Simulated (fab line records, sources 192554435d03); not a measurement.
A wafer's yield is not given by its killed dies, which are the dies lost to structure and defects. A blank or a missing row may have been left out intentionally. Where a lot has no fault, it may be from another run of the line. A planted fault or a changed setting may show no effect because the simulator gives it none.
What tool caused it? + flow n5_finfet + Sampling: 9 lots, 27 wafers, 6 of 1938 route steps

WHAT EACH GAUGE READ, for each wafer
N5_BEOL_M4_RC_MEAS_101.
| lot  | measured     | on        | DIBL_N (mV/V)  | DIBL_P (mV/V)  | IOFF_N (nA/um) | IOFF_P (nA/um) | ION_N (uA/um) | ION_P (uA/um) | SS_N (mV/dec)  | SS_P (mV/dec)  | VT_N (mV)   | VT_P (mV)      |
|------|--------------|-----------|----------------|----------------|----------------|----------------|---------------|---------------|----------------|----------------|-------------|----------------|
| L939 | day 8 04:59  | prober-02 | 36.6 37.2 34.5 | 37.3 38.7 35.6 | 0.13 0.17 0.12 | 0.17 0.19 0.15 | 652 679 660   | 446 456 444   | 71.1 72.3 70.7 | 72.5 74.0 72.3 | 254 247 255 | -257 -251 -256 |
| L940 | day 8 07:29  | prober-01 | 35.8 33.8 35.6 | 35.9 32.6 34.7 | 0.15 0.11 0.15 | 0.24 0.19 0.22 | 678 659 672   | 477 464 470   | 71.1 70.3 71.3 | 73.3 72.6 72.8 | 249 253 248 | -246 -251 -247 |
| L941 | day 8 11:39  | prober-02 | 35.8 35.9 38.0 | 36.9 35.7 39.7 | 0.15 0.15 0.19 | 0.22 0.19 0.27 | 678 664 675   | 470 457 469   | 71.6 71.4 72.2 | 73.6 72.8 74.3 | 248 249 249 | -250 -252 -249 |
| L942 | day 8 13:38  | prober-02 | 36.3 37.3 37.1 | 35.6 37.0 36.1 | 0.16 0.18 0.16 | 0.23 0.25 0.22 | 683 680 680   | 474 465 472   | 71.8 71.7 71.6 | 73.3 73.5 73.8 | 247 247 248 | -250 -246 -250 |
| L943 | day 9 05:44  | prober-01 | 38.3 35.9 36.2 | 35.2 32.5 33.4 | 0.17 0.13 0.13 | 0.21 0.18 0.19 | 679 662 671   | 465 458 460   | 71.6 71.3 71.5 | 73.2 71.8 72.3 | 248 248 251 | -249 -251 -250 |
| L945 | day 10 01:50 | prober-02 | 36.2 35.3 37.4 | 36.8 34.3 39.0 | 0.15 0.12 0.18 | 0.20 0.17 0.23 | 654 665 671   | 455 461 458   | 72.1 71.8 71.7 | 73.0 72.3 74.2 | 252 255 248 | -251 -253 -250 |
| L956 | day 12 09:08 | prober-02 | 34.6 35.1 36.8 | 34.6 35.6 38.2 | 0.12 0.13 0.15 | 0.18 0.19 0.23 | 661 667 679   | 458 461 470   | 71.6 71.1 72.1 | 72.5 72.6 73.9 | 254 254 251 | -253 -250 -250 |
| L953 | day 12 14:43 | prober-01 | 34.1 35.1 34.9 | 34.8 36.3 35.6 | 0.13 0.14 0.13 | 0.16 0.18 0.17 | 669 668 656   | 455 459 444   | 71.1 70.8 70.9 | 72.4 72.5 73.1 | 252 252 254 | -256 -256 -255 |
| L959 | day 13 17:14 | prober-02 | 40.5 37.6 38.3 | 38.1 34.2 34.9 | 0.21 0.15 0.16 | 0.27 0.20 0.20 | 666 660 653   | 462 462 457   | 71.8 71.4 71.7 | 73.7 72.6 72.8 | 246 250 251 | -247 -250 -250 |

N5_BEOL_M9_THK_MEAS_01.
| lot  | measured     | on            | M9_ILD_THK (nm) |
|------|--------------|---------------|-----------------|
| L939 | day 9 20:04  | film_metro-01 | 267 266 267     |
| L940 | day 9 23:28  | film_metro-02 | 268 269 273     |
| L941 | day 10 00:47 | film_metro-01 | 268 275 273     |
| L942 | day 10 06:02 | film_metro-01 | 264 270 269     |
| L943 | day 10 19:47 | film_metro-02 | 269 269 273     |
| L945 | day 11 19:24 | film_metro-01 | 544 546 558     |
| L956 | day 13 23:56 | film_metro-01 | 262 263 266     |
| L953 | day 14 08:50 | film_metro-01 | 541 549 541     |
| L959 | day 15 08:30 | film_metro-01 | 268 271 269     |

N5_BEOL_M9_INSPECT_13: inspects for defects (brightfield).
| lot  | measured     | on                | raw_defect_count |
|------|--------------|-------------------|------------------|
| L939 | day 9 21:38  | defect_inspect-01 | 394 337 372      |
| L940 | day 10 01:14 | defect_inspect-01 | 347 194 439      |
| L941 | day 10 01:38 | defect_inspect-01 | 437 353 293      |
| L942 | day 10 07:47 | defect_inspect-01 | 403 515 277      |
| L943 | day 10 23:20 | defect_inspect-01 | 240 374 367      |
| L945 | day 11 21:25 | defect_inspect-01 | 449 372 352      |
| L956 | day 14 01:50 | defect_inspect-01 | 409 482 405      |
| L953 | day 14 10:29 | defect_inspect-01 | 431 431 398      |
| L959 | day 15 10:47 | defect_inspect-01 | 337 362 442      |

WHAT TOOL EACH LOT RAN ON (gives the tool, then ch and the chambers of the sampled wafers, and finally the start)
| lot  | N5_BEOL_M8_ETCH_66                 | N5_BEOL_M8_ANNEAL_51             | N5_BEOL_M9_ILD_DEP_00           |
|------|------------------------------------|----------------------------------|---------------------------------|
| L939 | rie_diel-01 ch 1,2,3, day 9 16:55  | rtp_anneal-02 ch 0, day 9 18:42  | pecvd-03 ch 0,1, day 9 19:28    |
| L940 | rie_diel-01 ch 0,1,2, day 9 20:10  | rtp_anneal-02 ch 0, day 9 22:01  | pecvd-03 ch 1,2, day 9 22:50    |
| L941 | rie_diel-02 ch 1,2,3, day 9 20:26  | rtp_anneal-01 ch 0, day 9 23:23  | pecvd-01 ch 0, day 10 00:10     |
| L942 | rie_diel-01 ch 0,3, day 10 00:51   | rtp_anneal-01 ch 0, day 10 04:32 | pecvd-01 ch 0,1, day 10 05:18   |
| L943 | rie_diel-06 ch 0,1,2, day 10 15:35 | rtp_anneal-01 ch 0, day 10 18:30 | pecvd-02 ch 1,2, day 10 19:12   |
| L945 | rie_diel-01 ch 0,1, day 11 14:34   | rtp_anneal-01 ch 0, day 11 17:49 | pecvd-02 ch 0,1, day 11 18:33   |
| L956 | rie_diel-02 ch 0,2, day 13 18:48   | rtp_anneal-02 ch 0, day 13 22:17 | pecvd-02 ch 0,2, day 13 23:21   |
| L953 | rie_diel-02 ch 0,1,2, day 14 04:29 | rtp_anneal-02 ch 0, day 14 07:12 | pecvd-02 ch 0,1,2, day 14 07:59 |
| L959 | rie_diel-02 ch 1,2,3, day 15 04:24 | rtp_anneal-01 ch 0, day 15 07:10 | pecvd-01 ch 0,1, day 15 07:55   |
- N5_BEOL_M8_ETCH_66: etches SOC in N2/H2, target depth 80 nm, overetch 16 nm, time 120 s.
- N5_BEOL_M8_ANNEAL_51: time 90 s.
- N5_BEOL_M9_ILD_DEP_00: deposits SiCOH lowk from DEMS/porogen, target thk 308.51 nm, time 58 s.

WHAT THE TOOLS THEMSELVES READ (means of the sampled wafers that have a number; where no wafer has one, the mark that the record gives instead)
N5_BEOL_M8_ETCH_66.
| lot  | tool        | drypump_motor_current_A (A) | n2_flow_sccm (sccm) | oes_product_au (a.u.) | rf_vpp_V (V) | showerhead_plenum_p_Torr (Torr) | throttle_valve_pct (%) |
|------|-------------|-----------------------------|---------------------|-----------------------|--------------|---------------------------------|------------------------|
| L939 | rie_diel-01 | 6.0                         | 200.3               | 0.70                  | 523          | 2.49                            | 17.62                  |
| L940 | rie_diel-01 | 5.9                         | 200.4               | 0.68                  | 523          | 2.51                            | 17.64                  |
| L941 | rie_diel-02 | 5.8                         | 200.0               | 0.58                  | 522          | 2.51                            | 17.79                  |
| L942 | rie_diel-01 | 6.1                         | 200.0               | 0.65                  | 523          | 2.51                            | 17.73                  |
| L943 | rie_diel-06 | 5.3                         | 199.6               | 0.65                  | 526          | 2.61                            | 17.79                  |
| L945 | rie_diel-01 | 6.5                         | 200.1               | 0.65                  | 523          | 2.50                            | 17.82                  |
| L956 | rie_diel-02 | 5.5                         | 200.2               | 0.57                  | 523          | 2.50                            | 17.97                  |
| L953 | rie_diel-02 | 5.5                         | 200.0               | 0.63                  | 525          | 2.60                            | 17.77                  |
| L959 | rie_diel-02 | 5.8                         | 199.6               | 0.69                  | 528          | 2.70                            | 17.57                  |

N5_BEOL_M8_ANNEAL_51.
| lot  | tool          | wafer_temp_C_max |
|------|---------------|------------------|
| L939 | rtp_anneal-02 | 225.5            |
| L940 | rtp_anneal-02 | 225.3            |
| L941 | rtp_anneal-01 | 226.8            |
| L942 | rtp_anneal-01 | 226.9            |
| L943 | rtp_anneal-01 | 226.8            |
| L945 | rtp_anneal-01 | 226.7            |
| L956 | rtp_anneal-02 | 225.9            |
| L953 | rtp_anneal-02 | 225.6            |
| L959 | rtp_anneal-01 | 226.9            |

N5_BEOL_M9_ILD_DEP_00.
| lot  | tool     | heater_power_w (W) | showerhead_plenum_p_Torr (Torr) | throttle_valve_pct (%) |
|------|----------|--------------------|---------------------------------|------------------------|
| L939 | pecvd-03 | 312                | 5.757                           | 14.2                   |
| L940 | pecvd-03 | 283                | 5.757                           | 14.5                   |
| L941 | pecvd-01 | 334                | 5.755                           | 14.5                   |
| L942 | pecvd-01 | 325                | 5.743                           | 13.6                   |
| L943 | pecvd-02 | 358                | 5.758                           | 14.0                   |
| L945 | pecvd-02 | 326                | 5.755                           | 14.3                   |
| L956 | pecvd-02 | 330                | 5.724                           | 14.9                   |
| L953 | pecvd-02 | 309                | 5.744                           | 14.6                   |
| L959 | pecvd-01 | 360                | 5.734                           | 13.8                   |

THE ANSWER, worked out from the rows above alone
Rule: the usual values come from the lots themselves. Put in order of their means at a reading, lots are off if they are a third of the lots or fewer, leave a main group of 4 or more, and stand apart from it by a gap of 3 or more times the standard deviation of the main group's means; of several such gaps the widest counts. A main group whose means are all the same, to the digits that the tables above print for the reading, isn't used. A lot without any number at a reading at which 4 lots or more have one is off too. All remaining lots with rows at the step are treated as sound. Order of review: gauges by route order, followed by the tools' own readings, for which a lot's mean as printed above is used. The first step at which some lot is off is used, and at that step the reading that is off furthest; a lot without a number counts as furthest.
Off: L945, L953, at N5_BEOL_M9_THK_MEAS_01 (M9_ILD_THK). Mean 269 nm and standard deviation 2.6 in the main group.
If a tool, at a process step before that reading, ran all the lots that are off and no sound lot after the first of them, it fits. Gauges at N5_BEOL_M9_THK_MEAS_01: tried the same way as those tools. Not one of the candidates tried fits.

WHAT HAD BEEN PUT IN BY THE SIMULATOR
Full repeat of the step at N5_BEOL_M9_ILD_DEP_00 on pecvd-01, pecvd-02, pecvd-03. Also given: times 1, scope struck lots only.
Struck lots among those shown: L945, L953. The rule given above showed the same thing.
